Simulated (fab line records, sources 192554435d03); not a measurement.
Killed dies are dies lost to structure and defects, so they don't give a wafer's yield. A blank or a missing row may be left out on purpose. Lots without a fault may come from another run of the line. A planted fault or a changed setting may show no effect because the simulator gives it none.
fab line records | flow n5_finfet
record lots=10 wafers=28 last_day=19
route steps=1938 shown BEOL_M3@934 BEOL_M4@1111
lots that met no fault: from a run of the same line without faults
start_h: hours from the record's first day to the start of the lot's first wafer shown | wait_h: hours since the lot's step before | " the same as in the row above | L1.1+2: a row that stands for several wafers | - no value, or no start given | * or withheld: withheld | < > ~ a bound
route shown NAME@n: a module of which the file shows steps, and the number in the route of the first | usual: mean/standard deviation of fault-free wafers | same: alike in all rows | chamber/n: place in a boat | sites: the reading at each site | _std_site: their standard deviation | _edge_site: outer sites' mean less inner sites' | radius_mm: how far each site lies from the wafer's centre | mask NAME#n: copy n | behind: the tool/chamber that last shaped the wafer | hold: why the lot was held/for how many hours/how that ended | device: the transistor (n, p or np) that didn't switch | end of line: the same wafers' tests at the end of the route | a step without rows: its recipe alone | killed: dies lost to structure and defects at the first sort, not the wafer's yield | map: a wafer's dies, x killed, . not, _ none there
set.NAME: the setting as run; set.NAME@STEP: as run at that earlier step | model.NAME: the simulator's own value behind a step, which no gauge read
steps of the route over a sample of lots; a table a step, a row a wafer
services: from which hour (start_h, from the record's first day; less than 0 if before it) a tool's chamber was out of use, for how many hours, and why
## steps
# step N5_BEOL_M3_HM_DEP_02
# recipe material=TiN target_thk_a=200 temp_c=25 chamber_pressure_pa=0.49996
# usual throttle_valve_pct=30.2/0.9
# columns lot.wafer tool chamber start_h wait_h throttle_valve_pct
L807.2 pvd_sputter-01 - 171.15 0.8 28.2
L807.4 " - " " 30.3
L807.5 " - " " 29.8
L810.2 pvd_sputter-02 - 181.14 2.1 29.9
L810.3 " - " " 30.8
L810.4 " - " " 29.9
L814.2 pvd_sputter-03 - 182.27 0.0 30.4
L814.3 " - " " 30.7
L814.5 " - " " 31.4
L815.2 pvd_sputter-03 - 193.91 1.7 30.8
L815.5 " - " " 31.4
L815.6 " - " " 31.0
L816.1 pvd_sputter-01 - 199.20 1.0 30.3
L816.2 " - " " 29.6
L821.2 pvd_sputter-03 - 239.18 0.2 30.6
L821.3 " - " " 31.4
L821.6 " - " " 30.4
L822.3 pvd_sputter-03 - 242.63 0.0 30.5
L822.4 " - " " 32.1
L822.6 " - " " 30.9
L823.1 pvd_sputter-01 - 245.65 1.3 30.4
L823.4 " - " " 28.5
L823.6 " - " " 29.6
L829.4 pvd_sputter-02 - 273.09 0.4 29.9
L829.5 " - " " 29.7
L828.1 pvd_sputter-02 - 286.75 0.7 30.9
L828.3 " - " " 29.7
L828.4 " - " " 29.8
# step N5_BEOL_M3_INSPECT_30
# recipe mode=adi inspect_instrument=brightfield
# usual raw_defect_count=440/100
# columns lot.wafer tool chamber start_h wait_h raw_defect_count
L807.2 defect_inspect-02 - 172.60 0.0 321
L807.4 " - " " 384
L807.5 " - " " 389
L810.2 defect_inspect-01 - 182.58 0.0 417
L810.3 " - " " 427
L810.4 " - " " 350
L814.2 defect_inspect-02 - 183.77 0.0 326
L814.3 " - " " 277
L814.5 " - " " 391
L815.2 defect_inspect-01 - 195.51 0.0 420
L815.5 " - " " 545
L815.6 " - " " 509
L816.1 defect_inspect-02 - 201.03 0.1 256
L816.2 " - " " 443
L821.2 defect_inspect-01 - 240.75 0.0 403
L821.3 " - " " 501
L821.6 " - " " 382
L822.3 defect_inspect-02 - 244.66 0.0 386
L822.4 " - " " 403
L822.6 " - " " 314
L823.1 defect_inspect-01 - 247.13 0.1 491
L823.4 " - " " 463
L823.6 " - " " 565
L829.4 defect_inspect-02 - 274.60 0.0 350
L829.5 " - " " 418
L828.1 defect_inspect-02 - 288.40 0.1 501
L828.3 " - " " 451
L828.4 " - " " 495
# step N5_BEOL_M3_ETCH_77
# recipe chemistry=N2/H2 target=underlayer target_depth_a=65 mask_material=CAR-EUV time_s=5.2 ion_energy_ev=200 pressure_mtorr=30 source_w=840 bias_w=150 n2_flow_sccm=200 h2_flow_sccm=200 ends=cleared
# usual drypump_motor_current_A=5.6/0.5 etch_rf_on_time_s=5.25/0.15 oes_product_au=0.67/0.086 rf_vpp_V=524.7/2.7 showerhead_plenum_p_Torr=2.57/0.082 throttle_valve_pct=17.9/0.36
# columns lot.wafer tool chamber start_h wait_h drypump_motor_current_A etch_rf_on_time_s oes_product_au rf_hours_counter_h rf_vpp_V showerhead_plenum_p_Torr throttle_valve_pct
L807.2 rie_diel-04 1 172.67 0.0 6.2 5.05 0.60 230 518.5 2.41 18.2
L807.4 " 1 " " 6.2 5.07 0.59 - 520.1 2.41 18.1
L807.5 " 0 " " 5.3 5.19 0.82 - 528.5 2.68 17.1
L810.2 rie_diel-04 2 182.65 0.0 5.0 5.11 0.69 87 523.8 2.58 17.8
L810.3 " 0 " " 5.3 5.27 0.79 12 529.9 2.68 17.2
L810.4 " 3 " " 5.0 5.32 0.75 29 525.4 2.59 17.4
L814.2 rie_diel-05 1 183.84 0.0 5.5 5.54 0.58 211 523.3 2.54 18.1
L814.3 " 3 " " 5.3 5.16 0.59 240 523.8 2.52 18.4
L814.5 " 0 " " 6.5 5.27 0.61 - 526.4 2.62 18.2
L815.2 rie_diel-05 0 195.58 0.0 6.5 5.22 0.61 197 526.6 2.62 18.2
L815.5 " 3 " " 5.3 5.08 0.59 - 525.0 2.52 18.4
L815.6 " 0 " " 6.5 5.21 0.61 - 526.6 2.62 18.1
L816.1 rie_diel-02 0 201.10 0.0 6.0 5.51 0.61 193 523.9 2.52 18.0
L816.2 " 1 " " 5.8 5.35 0.62 185 528.0 2.65 18.3
L821.2 rie_diel-02 1 240.81 0.0 5.9 5.40 0.60 198 525.6 2.65 18.3
L821.3 " 2 " " 5.6 4.94 0.84 4 522.8 2.50 17.8
L821.6 " 0 " " 6.1 5.50 0.60 - 521.1 2.52 18.0
L822.3 rie_diel-04 3 244.76 0.0 5.0 5.23 0.74 47 523.7 2.58 17.4
L822.4 " 1 " " 6.2 5.01 0.58 249 519.9 2.40 18.2
L822.6 " 3 " " 5.0 5.29 0.73 - 525.3 2.58 17.4
L823.1 rie_diel-05 2 247.29 0.0 5.8 5.08 0.76 40 525.4 2.49 17.6
L823.4 " 0 " " 6.5 9.80 0.45 213 525.6 2.61 18.1
L823.6 " 0 " " 6.4 9.85 0.44 - 526.7 2.61 18.1
L829.4 rie_diel-04 1 274.67 0.0 6.2 5.06 0.87 - 527.5 2.72 17.9
L829.5 " 2 " " 4.9 5.04 0.67 - 525.7 2.56 17.8
L828.1 rie_diel-04 1 288.47 0.0 6.2 5.12 0.84 6 527.8 2.72 17.9
L828.3 " 0 " " 5.3 5.23 0.76 39 529.6 2.67 17.2
L828.4 " 3 " " 5.0 5.27 0.70 62 525.5 2.58 17.4
# step N5_BEOL_M3_ETCH_41
# recipe chemistry=CH3F/O2 target=SiCN target_depth_a=299 taper_deg=2 time_s=52.5 ion_energy_ev=120 mask_material=TiN pressure_mtorr=30 source_w=395 bias_w=75 Ar_flow_sccm=150 CH3F_flow_sccm=30 O2_flow_sccm=20
# usual CH3F_flow_sccm=30.00/0.081 drypump_motor_current_A=5.6/0.43 oes_product_au=0.79/0.099 rf_vpp_V=297.8/1.6 showerhead_plenum_p_Torr=2.03/0.066 throttle_valve_pct=16.32/0.29
# columns lot.wafer tool chamber start_h wait_h CH3F_flow_sccm drypump_motor_current_A oes_product_au rf_hours_counter_h rf_vpp_V showerhead_plenum_p_Torr throttle_valve_pct
L807.2 rie_diel-05 0 - - 30.12 6.4 0.72 190 298.2 2.09 16.74
L807.4 " 1 " " 30.07 5.5 0.69 209 297.1 1.95 16.27
L807.5 " 2 " " 29.96 5.7 0.93 - 294.8 1.94 15.90
L810.2 rie_diel-02 3 - - 30.12 5.4 0.89 33 300.1 2.12 16.06
L810.3 " 1 " " 29.96 5.9 0.71 181 298.5 2.07 16.55
L810.4 " 2 " " 30.01 5.7 0.69 245 296.3 1.98 16.80
L814.2 rie_diel-04 0 - - 29.99 5.3 0.93 13 299.0 2.13 15.78
L814.3 " 3 " " 30.07 5.0 0.89 30 298.6 2.06 15.94
L814.5 " 3 " " 29.96 5.0 0.89 - 297.6 2.06 15.92
L816.1 rie_diel-02 0 - - 30.01 6.0 0.71 195 295.6 1.99 16.49
L816.2 " 3 " " 29.98 5.4 0.88 40 300.1 2.12 16.07
L815.2 rie_diel-05 1 - - 30.03 5.5 0.67 218 295.5 1.95 16.27
L815.5 " 3 " " 30.06 5.3 0.68 - 297.2 1.94 16.58
L815.6 " 1 " " 30.07 5.5 0.68 - 297.4 1.95 16.28
L821.2 rie_diel-04 1 - - 30.03 6.2 0.67 248 295.2 1.91 16.72
L821.3 " 3 " " 30.11 5.0 0.87 45 297.8 2.05 15.96
L821.6 " 2 " " 29.99 4.9 0.81 - 297.6 2.02 16.29
L822.3 rie_diel-05 1 - - 29.92 5.5 0.67 233 296.2 1.95 16.32
L822.4 " 2 " " 30.03 5.8 0.89 41 295.0 1.94 15.95
L822.6 " 3 " " 30.04 5.3 0.99 - 296.7 1.94 16.13
L823.1 rie_diel-02 2 - - 30.00 5.7 0.95 6 297.9 1.98 16.33
L823.4 " 3 " " 30.10 5.4 0.85 58 300.4 2.11 16.11
L823.6 " 1 " " 30.07 5.8 0.69 - 298.0 2.07 16.62
L829.4 rie_diel-02 1 - - 30.07 5.9 0.70 213 298.4 2.06 16.61
L829.5 " 1 " " 30.09 5.9 0.70 - 298.5 2.06 16.60
L828.1 rie_diel-02 1 - - 30.01 5.9 0.70 217 298.4 2.06 16.63
L828.3 " 3 " " 29.88 5.4 0.84 70 298.2 2.11 16.11
L828.4 " 2 " " 30.02 5.6 0.94 16 295.9 1.97 16.36
# step N5_BEOL_M4_RC_MEAS_101
# usual DIBL_N=36.6/2.1 DIBL_P=36.5/2.7 IOFF_N=0.17/0.043 IOFF_P=0.22/0.045 ION_N=674/17 ION_P=461/9.9 SS_N=71.7/0.79 SS_P=73.4/0.79 VT_N=249/4 VT_P=-250/3.3
# columns lot.wafer tool chamber start_h wait_h DIBL_N[mV/V] DIBL_P[mV/V] IOFF_N[nA/um] IOFF_P[nA/um] ION_N[uA/um] ION_P[uA/um] SS_N[mV/dec] SS_P[mV/dec] VT_N[mV] VT_P[mV]
L807.2 prober-01 0 188.87 0.2 33.1 33.5 0.10 0.14 647 443 70.5 71.6 258 -256
L807.4 " 0 " " 34.9 36.1 0.14 0.18 658 454 71.3 73.0 252 -254
L807.5 " 0 " " 38.3 39.8 0.22 0.24 696 469 72.1 73.2 244 -251
L810.2 prober-02 0 200.10 0.2 34.9 34.8 0.16 0.26 695 487 71.3 72.6 249 -244
L810.3 " 0 " " 35.6 34.2 0.17 0.25 653 460 71.6 73.1 250 -245
L810.4 " 0 " " 36.0 34.3 0.17 0.25 679 465 71.9 73.2 248 -246
L814.2 prober-01 0 209.24 0.2 35.3 37.4 0.13 0.21 659 456 71.8 73.9 252 -251
L814.3 " 0 " " 32.8 33.5 0.10 0.16 664 462 70.7 72.6 256 -254
L814.5 " 0 " " 32.1 33.0 0.10 0.15 662 459 71.0 72.1 257 -254
L816.1 prober-02 0 218.22 0.0 35.5 36.0 0.15 0.23 673 467 71.9 73.6 248 -246
L816.2 " 0 " " 37.8 38.4 0.19 0.27 682 478 72.0 74.2 249 -246
L815.2 prober-01 0 218.80 0.2 35.0 36.0 0.16 0.23 689 474 71.0 73.7 247 -247
L815.5 " 0 " " 36.8 37.5 0.17 0.24 670 458 71.2 73.5 249 -247
L815.6 " 0 " " 34.8 35.0 0.15 0.20 680 468 70.5 72.8 250 -251
L821.2 prober-02 0 253.65 0.2 34.3 33.8 0.13 0.17 665 460 71.2 74.0 250 -251
L821.3 " 0 " " 39.3 40.0 0.23 0.26 699 466 72.1 74.0 242 -248
L821.6 " 0 " " 37.2 37.4 0.18 0.22 682 461 71.0 73.3 248 -249
L822.3 prober-01 0 269.98 0.3 39.8 41.0 0.22 0.27 696 465 72.8 74.6 245 -246
L822.4 " 0 " " 36.4 36.3 0.14 0.19 658 452 71.2 72.9 255 -252
L822.6 " 0 " " 31.1 30.7 0.09 0.13 644 447 69.8 72.0 257 -255
L823.1 prober-02 0 274.00 0.0 37.2 38.4 0.15 0.22 660 455 72.0 73.3 252 -249
L823.4 " 0 " " 39.3 40.1 0.21 0.26 677 462 72.3 73.8 245 -247
L823.6 " 0 " " 35.4 35.7 0.14 0.18 668 460 71.1 72.7 248 -250
L828.1 prober-02 0 314.36 0.0 36.5 38.2 0.16 0.23 661 455 71.5 74.0 251 -251
L828.3 " 0 " " 40.9 43.3 0.30 0.37 712 483 72.4 75.4 240 -245
L828.4 " 0 " " 36.9 38.2 0.18 0.23 682 462 71.4 74.2 247 -251
L829.4 prober-02 0 340.96 0.5 34.8 32.7 0.12 0.14 672 456 70.9 72.0 254 -254
L829.5 " 0 " " 33.9 32.3 0.10 0.14 645 446 70.4 72.4 257 -256
## services
# columns tool chamber start_h hours kind
pvd_sputter-02 - 152.82 8.3 repair
rie_diel-02 2 167.26 2.7 repair
rie_diel-04 3 171.42 1.6 repair
rie_diel-04 1 190.80 1.3 repair
rie_diel-02 2 204.99 - clean
rie_diel-02 2 204.99 - consumable_replace:focus_ring
rie_diel-02 2 204.99 19.7 scheduled_down
rie_diel-02 2 204.99 19.7 vent_cycle
rie_diel-05 3 222.62 - clean
rie_diel-05 3 222.62 - consumable_replace:focus_ring
rie_diel-05 3 222.62 24.3 scheduled_down
rie_diel-05 3 222.62 24.3 vent_cycle
rie_diel-05 - 229.87 0.2 repair
rie_diel-04 1 253.38 - clean
rie_diel-04 1 253.38 - consumable_replace:focus_ring
rie_diel-04 1 253.38 - consumable_replace:showerhead
rie_diel-04 1 253.38 17.5 scheduled_down
rie_diel-04 1 253.38 17.5 vent_cycle
rie_diel-02 2 266.68 5.1 repair
## key
first_sign step=N5_BEOL_M3_ETCH_77 reading=etch_rf_on_time_s direction=up sigmas=30 usual=* struck=*
effect none on later readings
met_at N5_BEOL_M3_ETCH_77
struck_lots L823
struck_wafers L823.4,L823.6
not_acting_at N5_BEOL_M3_HM_DEP_02,N5_BEOL_M3_INSPECT_30,N5_BEOL_M3_ETCH_41
onset_between 195.58 247.29
fault kind=process_parameter_drift tool=rie_diel-05 chamber=0 onset_h=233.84 steps=N5_BEOL_M3_ETCH_77 channel=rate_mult offset=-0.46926 shape=step end_h=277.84
